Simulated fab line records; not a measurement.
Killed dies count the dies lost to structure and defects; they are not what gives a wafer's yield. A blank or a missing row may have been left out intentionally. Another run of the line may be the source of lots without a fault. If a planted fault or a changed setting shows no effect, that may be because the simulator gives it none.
fab line records	flow nandHarc	part 1 of 2: steps 1 to 23 of 34
[record] lots = 5	wafers = 15	lastDay = 32
route steps=1302 shown A_M0@1163 A_M1@1169
lots that met no fault: taken from a fault-free run of the same line
startH: start of the lot's first displayed wafer, in hours after the record's first day	waitH: hours from the lot's prior step to this one	" repeats the value in the row above	L1.1+2: several wafers, shown together as one row	- no value, or no start was given	* or withheld: withheld	< > ~ a bound
route shown NAME@n: NAME is a module with steps in the file, n the number in the route of the first one	usual: mean/standard deviation taken from wafers without a fault	same: alike in all rows	chamber/n: place in a boat	sites: the reading at each site	_std_site: standard deviation across them	_edge_site: the outer-site mean with the inner-site mean subtracted	radiusMm: for every site, how far away it sits from the centre of the wafer	mask NAME#n: copy n	behind: the last tool/chamber to shape the wafer	hold: why the lot was held/for how many hours/how that ended	device: which transistor (n, p or np) failed to switch	end of line: the same wafers' tests at the end of the route	a step with no rows: only its recipe	killed: at the first sort, the dies lost to defects and structure; wafer yield is something else	map: a wafer's dies, x killed, . not, _ none there
set.NAME: the setting that was run; set.NAME@STEP: the one run at that earlier step	model.NAME: the simulator's own value behind a step, which no gauge read
lots seen at some steps along the route; tables by step, rows by wafer
services: when a tool's chamber went out of use (startH, in hours from the record's first day, below 0 if earlier), for how many hours, and the reason
[[steps]]
[step NHARC_A_M0_THK_MEAS_24]
[recipe] thkMeasGauge = xrf
[usual] thkNm = 113.6/1.3
lot.wafer	tool	chamber	startH	waitH	thkNm
L080.3	filmMetro-01	-	599.26	-	113.6
L080.5	"	-	"	"	114.9
L080.6	"	-	"	"	113.8
L082.2	filmMetro-02	-	611.40	-	114.1
L082.4	"	-	"	"	114.9
L082.6	"	-	"	"	113.2
L085.1	filmMetro-02	-	630.25	-	112.9
L085.3	"	-	"	"	113.5
L085.6	"	-	"	"	113.4
L088.1	filmMetro-02	-	675.69	-	113.5
L088.4	"	-	"	"	112.4
L088.5	"	-	"	"	112.6
L093.3	filmMetro-01	-	716.67	-	114.4
L093.5	"	-	"	"	112.8
L093.6	"	-	"	"	114.5
[step NHARC_A_M0_SRD_25]
lot.wafer	tool	chamber	startH	waitH
L080.6+3+5	wetBench-08	6,1,2	599.31	0.0
L082.6+4+2	wetBench-08	6,1,2	611.44	0.0
L085.6+1+3	wetBench-08	2,3,4	630.30	0.0
L088.4+1+5	wetBench-08	5,6,1	675.74	0.0
L093.3+5+6	wetBench-08	3,4,6	716.71	0.0
[step NHARC_A_M0_INSPECT_27]
[usual] rawDefectCount = 523/160
lot.wafer	tool	chamber	startH	waitH	rawDefectCount
L080.3	defectInspect-02	-	599.42	0.0	361
L080.5	"	-	"	"	481
L080.6	"	-	"	"	357
L082.2	defectInspect-02	-	611.55	0.0	296
L082.4	"	-	"	"	315
L082.6	"	-	"	"	363
L085.1	defectInspect-01	-	630.41	0.0	982
L085.3	"	-	"	"	622
L085.6	"	-	"	"	579
L088.1	defectInspect-01	-	675.85	0.0	518
L088.4	"	-	"	"	353
L088.5	"	-	"	"	369
L093.3	defectInspect-02	-	716.82	0.0	513
L093.5	"	-	"	"	467
L093.6	"	-	"	"	661
[step NHARC_A_M0_PRE_CLEAN_31]
[recipe] timeS = 12	tempC = 370	rfPowerW = 300	gas = NH3
[usual] heaterPowerW = 607/71	rfFwdPowerW = 292.5/0.87
[same] timeS = 12
lot.wafer	tool	chamber	startH	waitH	heaterPowerW	rfFwdPowerW
L080.3	pecvd-03	0	599.48	0.1	676	292.7
L080.6	"	1	"	"	575	292.1
L080.5	"	2	"	"	533	292.8
L082.2	pecvd-03	0	611.62	0.1	637	291.9
L082.6	"	0	"	"	660	292.8
L082.4	"	2	"	"	568	292.2
L085.1	pecvd-03	2	630.47	0.1	601	292.8
L085.3	"	1	"	"	477	292.3
L085.6	"	2	"	"	593	291.2
L088.1	pecvd-04	0	675.91	0.1	551	292.8
L088.4	"	0	"	"	547	293.5
L088.5	"	1	"	"	544	292.0
L093.3	pecvd-02	1	716.89	0.1	630	291.9
L093.5	"	1	"	"	633	292.3
L093.6	"	2	"	"	769	293.6
[step NHARC_A_M0_DEP_32]
[recipe] targetThkA = 300	tempC = 370	targetThkNm = 30	pressureTorr = 3	flowSccm = 200	rfW = 450	material = SiCN
[usual] heaterPowerW = 555/76	rfFwdPowerW = 448.8/1.6
lot.wafer	tool	chamber	startH	waitH	heaterPowerW	rfFwdPowerW
L080.3	pecvd-03	0	599.56	0.1	610	448.7
L080.6	"	1	"	"	495	448.1
L080.5	"	2	"	"	474	449.9
L082.2	pecvd-03	0	611.70	0.1	566	450.2
L082.6	"	0	"	"	577	446.9
L082.4	"	2	"	"	540	449.3
L085.1	pecvd-03	2	630.55	0.1	539	446.9
L085.3	"	1	"	"	450	447.5
L085.6	"	2	"	"	541	445.6
L088.1	pecvd-04	0	675.99	0.1	541	449.5
L088.4	"	0	"	"	535	452.6
L088.5	"	1	"	"	469	446.5
L093.3	pecvd-02	1	716.97	0.1	626	447.3
L093.5	"	1	"	"	604	448.5
L093.6	"	2	"	"	764	448.9
[step NHARC_A_M1_DEP_00]
[recipe] targetThkA = 1825	targetThkNm = 182.5	tempC = withheld	pressureTorr = 5	flowSccm = 200	rfW = 600	material = SiOC
[usual] rfFwdPowerW = 598.9/1.8
lot.wafer	tool	chamber	startH	waitH	rfFwdPowerW
L080.3	pecvd-03	1	-	-	598.1
L080.6	"	1	"	"	597.5
L080.5	"	2	"	"	599.8
L082.2	pecvd-04	2	612.16	-	599.8
L082.6	"	1	"	"	601.4
L082.4	"	2	"	"	596.7
L085.1	pecvd-03	2	-	-	598.2
L085.3	"	1	"	"	597.4
L085.6	"	2	"	"	600.2
L088.1	pecvd-02	0	676.50	-	598.9
L088.5	"	2	"	"	599.5
L088.4	"	0	"	"	600.2
L093.3	pecvd-02	0	-	-	597.7
L093.5	"	0	"	"	598.7
L093.6	"	2	"	"	600.7
[step NHARC_A_M1_DEHYDRATE_01]
[recipe] tempC = 150	timeS = 120
[usual] exhaustPa = 45.0/0.85
[same] timeS = 120
lot.wafer	tool	chamber	startH	waitH	exhaustPa
L080.3	lithoTrack-01	0	600.36	-	44.5
L080.5	"	0	"	"	45.7
L080.6	"	0	"	"	45.8
L082.2	lithoTrack-01	0	612.52	-	45.1
L082.4	"	0	"	"	45.3
L082.6	"	0	"	"	45.1
L085.1	lithoTrack-04	0	631.35	-	44.7
L085.3	"	0	"	"	44.5
L085.6	"	0	"	"	45.8
L088.1	lithoTrack-01	0	676.81	-	45.2
L088.4	"	0	"	"	45.1
L088.5	"	0	"	"	44.6
L093.3	lithoTrack-06	0	717.76	-	45.4
L093.5	"	0	"	"	45.1
L093.6	"	0	"	"	46.9
[step NHARC_A_M1_HMDS_02]
[recipe] timeS = 30
[usual] exhaustPa = 44.7/0.75
[same] timeS = 30
lot.wafer	tool	chamber	startH	waitH	exhaustPa
L080.3	lithoTrack-01	0	-	-	45.0
L080.5	"	0	"	"	43.8
L080.6	"	0	"	"	44.1
L082.2	lithoTrack-01	0	-	-	44.2
L082.4	"	0	"	"	44.7
L082.6	"	0	"	"	44.5
L085.1	lithoTrack-04	0	-	-	43.9
L085.3	"	0	"	"	43.6
L085.6	"	0	"	"	43.5
L088.1	lithoTrack-01	0	-	-	45.3
L088.4	"	0	"	"	45.4
L088.5	"	0	"	"	44.8
L093.3	lithoTrack-06	0	-	-	43.5
L093.5	"	0	"	"	44.2
L093.6	"	0	"	"	44.1
[step NHARC_A_M1_COAT_34]
[recipe] tempC = 200	timeS = 65
[usual] exhaustPa = 45.0/0.78
[same] timeS = 65
lot.wafer	tool	chamber	startH	waitH	exhaustPa
L080.3	lithoTrack-01	0	-	-	44.9
L080.5	"	0	"	"	44.7
L080.6	"	0	"	"	45.1
L082.2	lithoTrack-01	0	-	-	45.1
L082.4	"	0	"	"	45.1
L082.6	"	0	"	"	45.0
L085.1	lithoTrack-04	0	-	-	44.6
L085.3	"	0	"	"	45.3
L085.6	"	0	"	"	45.4
L088.1	lithoTrack-01	0	-	-	44.9
L088.4	"	0	"	"	45.2
L088.5	"	0	"	"	44.1
L093.3	lithoTrack-06	0	-	-	45.0
L093.5	"	0	"	"	44.6
L093.6	"	0	"	"	43.9
[step NHARC_A_M1_COAT_03]
[recipe] spinRpm = 1500	resistThkNm = 90
[usual] exhaustPa = 44.9/0.84
lot.wafer	tool	chamber	startH	waitH	exhaustPa
L080.3	lithoTrack-01	0	-	-	45.0
L080.5	"	0	"	"	45.0
L080.6	"	0	"	"	45.3
L082.2	lithoTrack-01	0	-	-	44.9
L082.4	"	0	"	"	42.4
L082.6	"	0	"	"	44.3
L085.1	lithoTrack-04	0	-	-	44.5
L085.3	"	0	"	"	44.2
L085.6	"	0	"	"	43.9
L088.1	lithoTrack-01	0	-	-	44.5
L088.4	"	0	"	"	45.0
L088.5	"	0	"	"	45.5
L093.3	lithoTrack-06	0	-	-	44.6
L093.5	"	0	"	"	44.7
L093.6	"	0	"	"	45.6
[step NHARC_A_M1_SOFTBAKE_04]
[recipe] tempC = 105	timeS = 55
[usual] exhaustPa = 44.7/0.94
[same] timeS = 55
lot.wafer	tool	chamber	startH	waitH	exhaustPa
L080.3	lithoTrack-01	0	-	-	46.5
L080.5	"	0	"	"	45.7
L080.6	"	0	"	"	46.8
L082.2	lithoTrack-01	0	-	-	44.5
L082.4	"	0	"	"	43.7
L082.6	"	0	"	"	44.2
L085.1	lithoTrack-04	0	-	-	45.1
L085.3	"	0	"	"	45.3
L085.6	"	0	"	"	46.5
L088.1	lithoTrack-01	0	-	-	43.7
L088.4	"	0	"	"	45.2
L088.5	"	0	"	"	44.1
L093.3	lithoTrack-06	0	-	-	44.9
L093.5	"	0	"	"	45.7
L093.6	"	0	"	"	46.3
[step NHARC_A_M1_EBR_05]
[usual] exhaustPa = 44.8/0.84
lot.wafer	tool	chamber	startH	waitH	exhaustPa
L080.3	lithoTrack-01	0	-	-	45.0
L080.5	"	0	"	"	46.1
L080.6	"	0	"	"	44.7
L082.2	lithoTrack-01	0	-	-	45.5
L082.4	"	0	"	"	43.3
L082.6	"	0	"	"	44.3
L085.1	lithoTrack-04	0	-	-	43.7
L085.3	"	0	"	"	43.9
L085.6	"	0	"	"	43.9
L088.1	lithoTrack-01	0	-	-	44.9
L088.4	"	0	"	"	44.9
L088.5	"	0	"	"	43.9
L093.3	lithoTrack-06	0	-	-	45.9
L093.5	"	0	"	"	45.2
L093.6	"	0	"	"	44.8
[step NHARC_A_M1_EXPOSE_06]
[recipe] na = 1.35	targetCdNm = 120	doseMj = 75.13	maskId = A_M1
lot.wafer	tool	chamber	startH	waitH	mask
L080.3+5+6	arfiScanner-02	0	600.66	-	A_M1#0
L082.2+4+6	arfiScanner-03	0	612.68	-	A_M1#0
L085.1+3+6	arfiScanner-02	0	631.51	-	A_M1#0
L088.1+4+5	arfiScanner-03	0	677.10	-	A_M1#0
L093.3+5+6	arfiScanner-02	0	718.06	-	A_M1#0
[step NHARC_A_M1_PEB_07]
[recipe] pebTempC = 100	pebTimeS = 65
[usual] exhaustPa = 44.9/0.96
[same] pebTimeS = 65
lot.wafer	tool	chamber	startH	waitH	exhaustPa
L080.3	lithoTrack-06	0	600.72	0.0	44.7
L080.5	"	0	"	"	44.5
L080.6	"	0	"	"	43.2
L082.2	lithoTrack-04	0	612.74	0.1	46.5
L082.4	"	0	"	"	45.7
L082.6	"	0	"	"	45.2
L085.1	lithoTrack-01	0	631.57	0.1	45.5
L085.3	"	0	"	"	45.7
L085.6	"	0	"	"	44.1
L088.1	lithoTrack-06	0	677.16	0.1	45.0
L088.4	"	0	"	"	43.5
L088.5	"	0	"	"	45.8
L093.3	lithoTrack-01	0	718.11	0.0	44.0
L093.5	"	0	"	"	44.9
L093.6	"	0	"	"	44.1
[step NHARC_A_M1_DEVELOP_08]
[recipe] developTimeS = 35	devTempC = 23
[usual] exhaustPa = 45.0/0.81
lot.wafer	tool	chamber	startH	waitH	exhaustPa
L080.3	lithoTrack-06	0	-	-	43.8
L080.5	"	0	"	"	45.3
L080.6	"	0	"	"	45.0
L082.2	lithoTrack-04	0	-	-	45.5
L082.4	"	0	"	"	43.9
L082.6	"	0	"	"	44.9
L085.1	lithoTrack-01	0	-	-	43.3
L085.3	"	0	"	"	44.8
L085.6	"	0	"	"	44.4
L088.1	lithoTrack-06	0	-	-	44.3
L088.4	"	0	"	"	43.7
L088.5	"	0	"	"	45.2
L093.3	lithoTrack-01	0	-	-	45.5
L093.5	"	0	"	"	45.3
L093.6	"	0	"	"	46.0
[step NHARC_A_M1_CD_MEAS_09]
[recipe] targetCdNm = 120	landingEnergyEv = 500
[usual] cdNm = 119.6/0.57
lot.wafer	tool	chamber	startH	waitH	cdNm
L080.3	cdSem-03	0	600.80	-	119.1
L080.5	"	0	"	"	119.0
L080.6	"	0	"	"	119.9
L082.2	cdSem-02	0	612.82	-	118.9
L082.4	"	0	"	"	119.2
L082.6	"	0	"	"	119.1
L085.1	cdSem-03	0	631.65	-	120.0
L085.3	"	0	"	"	118.8
L085.6	"	0	"	"	119.0
L088.1	cdSem-01	0	677.24	-	118.9
L088.4	"	0	"	"	118.9
L088.5	"	0	"	"	118.8
L093.3	cdSem-02	0	718.20	-	119.4
L093.5	"	0	"	"	119.5
L093.6	"	0	"	"	119.3
[step NHARC_A_M1_OVL_MEAS_10]
[recipe] pitchNm = 240
[usual] overlayXNm = 0.2/0.75	overlayYNm = -0.1/0.8
lot.wafer	tool	chamber	startH	waitH	overlayXNm	overlayYNm
L080.3	overlay-02	-	600.88	-	-0.1	-1.4
L080.5	"	-	"	"	0.6	-0.4
L080.6	"	-	"	"	-0.3	-0.5
L082.2	overlay-02	-	612.91	-	-0.2	-1.3
L082.4	"	-	"	"	0.0	-1.0
L082.6	"	-	"	"	-0.4	-1.2
L085.1	overlay-01	-	631.74	-	-0.9	0.1
L085.3	"	-	"	"	-0.6	1.1
L085.6	"	-	"	"	0.2	0.6
L088.1	overlay-01	-	677.33	-	0.3	-0.1
L088.4	"	-	"	"	-0.7	-0.2
L088.5	"	-	"	"	0.4	-0.4
L093.3	overlay-01	-	718.28	-	0.4	0.6
L093.5	"	-	"	"	0.0	0.9
L093.6	"	-	"	"	-0.2	1.2
[step NHARC_A_M1_INSPECT_11]
[usual] rawDefectCount = 91/35
lot.wafer	tool	chamber	startH	waitH	rawDefectCount
L080.3	defectInspect-02	-	600.92	0.0	86
L080.5	"	-	"	"	63
L080.6	"	-	"	"	69
L082.2	defectInspect-02	-	612.94	0.0	30
L082.4	"	-	"	"	35
L082.6	"	-	"	"	36
L085.1	defectInspect-02	-	631.78	0.0	93
L085.3	"	-	"	"	80
L085.6	"	-	"	"	98
L088.1	defectInspect-02	-	677.36	0.0	107
L088.4	"	-	"	"	119
L088.5	"	-	"	"	116
L093.3	defectInspect-02	-	718.32	0.0	108
L093.5	"	-	"	"	121
L093.6	"	-	"	"	129
[step NHARC_A_M1_DESCUM_14]
[recipe] timeS = 3	o2FlowSccm = 200	arFlowSccm = 0	biasPowerW = 0	chemistry = O2
[usual] drypumpMotorCurrentA = 5.5/0.32	oesProductAu = 1.000/0.0076	rfVppV = 57.7/0.88	showerheadPlenumPTorr = 1.89/0.07	throttleValvePct = 11.312/0.0094
[same] timeS = 3
lot.wafer	tool	chamber	startH	waitH	drypumpMotorCurrentA	oesProductAu	rfHoursCounterH	rfVppV	showerheadPlenumPTorr	throttleValvePct
L080.3	rieDiel-06	2	600.98	0.1	5.6	0.994	6.8	56.8	1.88	11.300
L080.5	"	2	"	"	5.6	0.999	-	57.3	1.88	11.304
L080.6	"	3	"	"	5.6	1.010	-	58.0	2.00	11.323
L082.4	rieDiel-10	2	613.01	0.1	5.7	0.993	0	58.2	1.94	11.297
L082.2	"	3	"	"	5.9	1.005	0	56.6	1.83	11.307
L082.6	"	2	"	"	5.7	0.993	-	57.5	1.94	11.297
L085.1	rieDiel-10	3	631.84	0.1	5.9	0.994	0.9	58.3	1.83	11.308
L085.3	"	0	"	"	5.3	1.010	0.9	58.3	1.80	11.336
L085.6	"	0	"	"	5.3	0.997	-	56.9	1.80	11.319
L088.1	rieDiel-01	0	677.44	0.1	5.3	1.002	3.0	57.8	1.97	11.319
L088.4	"	1	"	"	5.0	0.998	2.9	59.1	1.88	11.308
L088.5	"	2	"	"	5.7	0.995	-	58.5	1.83	11.309
L093.3	rieDiel-01	2	718.39	0.1	5.7	0.999	4.0	58.4	1.83	11.308
L093.6	"	1	"	"	5.0	1.006	-	58.4	1.88	11.297
L093.5	"	2	"	"	5.7	1.001	-	58.6	1.83	11.318
[step NHARC_A_M1_ETCH_35]
[recipe] targetDepthA = 400	overetchA = 120	timeS = 43.94	ionEnergyEv = 200	n2FlowSccm = 150	h2FlowSccm = 150	arFlowSccm = 0	rfW = 400	biasW = 150	chemistry = N2/H2
[usual] drypumpMotorCurrentA = 5.5/0.32	oesProductAu = 1.002/0.0073	rfFwdPowerW = 395.2/2.1	rfVppV = 430.2/2.1	showerheadPlenumPTorr = 2.02/0.075	throttleValvePct = 14.172/0.0091
[same] timeS = 43.94
lot.wafer	tool	chamber	startH	waitH	drypumpMotorCurrentA	oesProductAu	rfFwdPowerW	rfHoursCounterH	rfVppV	showerheadPlenumPTorr	throttleValvePct
L080.3	rieDiel-06	3	601.07	0.1	5.6	1.006	396.5	8.5	433.3	2.14	14.151
L080.5	"	2	"	"	5.6	1.003	395.5	-	429.1	2.00	14.177
L080.6	"	3	"	"	5.6	1.006	394.7	-	433.4	2.14	14.172
L082.4	rieDiel-10	1	613.09	0.1	5.7	0.999	393.2	0.0	432.2	2.03	14.172
L082.2	"	3	"	"	5.9	0.997	393.7	0.0	429.6	1.95	14.178
L082.6	"	1	"	"	5.7	1.000	393.5	-	430.2	2.03	14.178
L085.1	rieDiel-10	1	631.92	0.1	5.8	0.988	397.1	1.1	430.3	2.03	14.184
L085.3	"	3	"	"	6.0	1.010	392.4	0.9	428.6	1.95	14.169
L085.6	"	1	"	"	5.8	0.998	398.3	-	431.1	2.03	14.162
L088.4	rieDiel-01	3	677.51	0.1	6.1	0.997	392.2	3.2	433.0	2.14	14.186
L088.1	"	1	"	"	5.0	1.002	396.3	2.9	430.7	2.00	14.173
L088.5	"	0	"	"	5.3	0.997	391.5	-	432.6	2.10	14.166
L093.3	rieDiel-01	0	718.48	0.1	5.4	1.006	391.9	3.8	432.9	2.10	14.166
L093.6	"	1	"	"	5.0	1.010	398.6	-	429.9	2.00	14.176
L093.5	"	2	"	"	5.7	1.007	394.5	-	428.3	1.95	14.164
[step NHARC_A_M1_ETCH_15]
[recipe] targetDepthA = 1825	timeS = 91.2	c4f8FlowSccm = withheld	arFlowSccm = 400	rfW = 600	biasW = 300	chemistry = C4F8/Ar
[usual] oesProductAu = 0.950/0.022	rfFwdPowerW = 595.6/2.1	rfVppV = 440.1/2.4
[same] timeS = 91.2
lot.wafer	tool	chamber	startH	waitH	oesProductAu	rfFwdPowerW	rfHoursCounterH	rfVppV
L080.3	rieDiel-06	0	-	-	0.929	592.8	9.2	444.8
L080.5	"	0	"	"	0.930	595.1	-	440.9
L080.6	"	1	"	"	0.927	597.3	-	438.4
L082.2	rieDiel-10	3	-	-	0.985	593.4	0.0	438.1
L082.4	"	0	"	"	0.984	596.1	0.0	438.4
L082.6	"	2	"	"	0.969	597.2	-	442.9
L085.3	rieDiel-10	2	-	-	0.919	595.8	1.1	440.0
L085.1	"	3	"	"	0.938	597.9	0.9	438.8
L085.6	"	1	"	"	0.925	597.5	-	441.6
L088.1	rieDiel-01	3	-	-	0.957	594.4	3.2	441.7
L088.4	"	1	"	"	0.984	595.9	2.9	438.7
L088.5	"	3	"	"	0.959	594.1	-	443.0
L093.3	rieDiel-01	0	-	-	0.946	592.3	3.8	441.8
L093.5	"	0	"	"	0.951	592.8	-	442.8
L093.6	"	2	"	"	0.947	591.6	-	437.7
[step NHARC_A_M1_CD_MEAS_16]
[usual] cdNm = 119.4/0.69
lot.wafer	tool	chamber	startH	waitH	cdNm
L080.3	cdSem-03	-	601.29	-	119.5
L080.5	"	-	"	"	119.0
L080.6	"	-	"	"	120.0
L082.2	cdSem-02	-	613.31	-	118.6
L082.4	"	-	"	"	119.7
L082.6	"	-	"	"	119.2
L085.1	cdSem-02	-	632.14	-	119.5
L085.3	"	-	"	"	119.0
L085.6	"	-	"	"	118.8
L088.1	cdSem-01	-	677.73	-	118.4
L088.4	"	-	"	"	118.6
L088.5	"	-	"	"	117.9
L093.3	cdSem-01	-	718.73	-	119.5
L093.5	"	-	"	"	119.3
L093.6	"	-	"	"	119.7
[step NHARC_A_M1_STRIP_18]
[recipe] powerW = 1000	n2FlowSccm = 150	h2FlowSccm = 150	arFlowSccm = 0	biasW = 0	chemistry = N2/H2
[usual] drypumpMotorCurrentA = 5.6/0.34	oesProductAu = 1.000/0.0082	rfFwdPowerW = 997/3.2	rfVppV = 90.4/0.9	showerheadPlenumPTorr = 2.02/0.076	throttleValvePct = 14.172/0.0091
lot.wafer	tool	chamber	startH	waitH	drypumpMotorCurrentA	oesProductAu	rfFwdPowerW	rfHoursCounterH	rfVppV	showerheadPlenumPTorr	throttleValvePct
L080.3	rieDiel-01	0	601.43	0.1	5.3	1.001	993	1.2	90.0	2.10	14.162
L080.5	"	1	"	"	5.0	1.003	991	-	90.7	2.00	14.157
L080.6	"	2	"	"	5.7	1.003	997	-	90.5	1.95	14.177
L082.2	rieDiel-10	2	613.44	0.1	5.7	0.994	995	0.1	90.8	2.07	14.172
L082.4	"	3	"	"	5.9	1.000	996	0.1	91.4	1.95	14.177
L082.6	"	1	"	"	5.8	0.999	998	-	91.5	2.03	14.174
L085.3	rieDiel-01	0	632.24	0.1	5.3	0.997	994	2.0	89.5	2.10	14.170
L085.1	"	1	"	"	5.0	1.009	1002	1.9	89.8	2.00	14.184
L085.6	"	3	"	"	6.2	0.990	998	-	91.5	2.14	14.172
L088.4	rieDiel-10	2	677.80	0.1	5.7	0.993	997	3.5	90.4	2.07	14.162
L088.1	"	1	"	"	5.7	0.995	999	3.3	91.5	2.03	14.186
L088.5	"	3	"	"	5.9	1.013	1000	-	89.3	1.95	14.168
L093.3	rieDiel-01	2	718.84	0.1	5.7	0.997	992	4.1	90.3	1.94	14.180
L093.6	"	1	"	"	5.0	1.005	1002	-	88.8	2.00	14.166
L093.5	"	2	"	"	5.7	1.000	993	-	89.7	1.95	14.161
